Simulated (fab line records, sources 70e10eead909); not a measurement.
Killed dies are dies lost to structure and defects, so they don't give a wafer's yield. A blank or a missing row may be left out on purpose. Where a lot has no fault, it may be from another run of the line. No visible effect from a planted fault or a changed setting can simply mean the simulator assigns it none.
What tool caused it? + flow nand_harc + 18 wafers from 6 lots sampled at 5 of the route's 1302 steps

## WHAT EACH GAUGE READ, for each wafer
NHARC_THIN_TSV_INSPECT_40.
| lot  | measured     | on                | raw_defect_count |
|------|--------------|-------------------|------------------|
| L237 | day 24 10:35 | defect_inspect-01 | 506 507 517      |
| L242 | day 26 16:25 | defect_inspect-01 | 704 582 459      |
| L247 | day 28 14:05 | defect_inspect-01 | 460 518 502      |
| L249 | day 29 12:55 | defect_inspect-02 | 1021 1059 1067   |
| L257 | day 33 11:21 | defect_inspect-02 | 445 568 568      |
| L259 | day 34 08:19 | defect_inspect-01 | 588 589 580      |

## WHAT TOOL EACH LOT RAN ON (gives the tool, then ch and the chambers of the sampled wafers, and finally the start)
| lot  | NHARC_HYBRID_BOND_ACTIVATE_00      | NHARC_THIN_TSV_PRE_CLEAN_50             | NHARC_THIN_TSV_DEGAS_53      | NHARC_THIN_TSV_STRIP_57             |
|------|------------------------------------|-----------------------------------------|------------------------------|-------------------------------------|
| L237 | rie_diel-07 ch 0,2,3, day 23 12:12 | pvd_sputter-03, day 24 04:20 or earlier | pvd_sputter-03, day 24 04:20 | wet_bench-10 ch 0,2,7, day 24 06:29 |
| L242 | rie_diel-07 ch 0,1,2, day 25 16:31 | pvd_sputter-01, day 26 10:14 or earlier | pvd_sputter-01, day 26 10:14 | wet_bench-10 ch 1,2,7, day 26 12:23 |
| L247 | rie_diel-01 ch 0,2,3, day 27 11:58 | pvd_sputter-02, day 28 05:42 or earlier | pvd_sputter-02, day 28 05:42 | wet_bench-08 ch 1,3,6, day 28 07:54 |
| L249 | rie_diel-07 ch 0,1,3, day 28 15:32 | pvd_sputter-01, day 29 07:00 or earlier | pvd_sputter-01, day 29 07:00 | wet_bench-08 ch 2,6,7, day 29 09:00 |
| L257 | rie_diel-07 ch 1,2, day 31 23:56   | pvd_sputter-03, day 33 01:40 or earlier | pvd_sputter-03, day 33 01:40 | wet_bench-10 ch 2,5,6, day 33 03:47 |
| L259 | rie_diel-07 ch 0,2,3, day 33 03:43 | pvd_sputter-01, day 34 00:05 or earlier | pvd_sputter-01, day 34 00:05 | wet_bench-10 ch 0,3,5, day 34 02:08 |
- NHARC_HYBRID_BOND_ACTIVATE_00: chemistry N2, time 60 s.
- NHARC_THIN_TSV_PRE_CLEAN_50: time 30 s.
- NHARC_THIN_TSV_DEGAS_53: time 60 s.
- NHARC_THIN_TSV_STRIP_57: strips in post etch residue remover, time 1200 s.

## THE ANSWER, worked out from the rows above alone
Rule: what is usual is taken from the lots themselves. Put in order of their means at a reading, lots are off if they are a third of the lots or fewer, leave a main group of 4 or more, and stand apart from it by a gap of 3 or more times the standard deviation of the main group's means; of several such gaps the widest counts. A main group is skipped when, at the precision printed for the reading in the tables above, its means are all equal. A lot without any number at a reading at which 4 lots or more have one is off too. All remaining lots with rows at the step are treated as sound.
Off: L249 (NHARC_THIN_TSV_INSPECT_40, raw_defect_count). Mean 540 and standard deviation 38 in the main group.
If a tool, at a process step before that reading, ran all the lots that are off and no sound lot after the first of them, it fits. The gauges at NHARC_THIN_TSV_INSPECT_40 are tried like those tools. With no start given for some of its lots, NHARC_THIN_TSV_PRE_CLEAN_50 uses the hours and lot order of NHARC_THIN_TSV_DEGAS_53. One fits: wet_bench-08 at NHARC_THIN_TSV_STRIP_57. A fault onset in the window from L247 (day 28 07:54, its last sound lot) to L249 (day 29 09:00, its first lot off) fits.

## WHAT HAD BEEN PUT IN BY THE SIMULATOR
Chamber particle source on wet_bench-08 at NHARC_THIN_TSV_STRIP_57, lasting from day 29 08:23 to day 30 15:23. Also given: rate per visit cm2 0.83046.
Lots struck among those shown: L249. This agrees with what the rule above found.
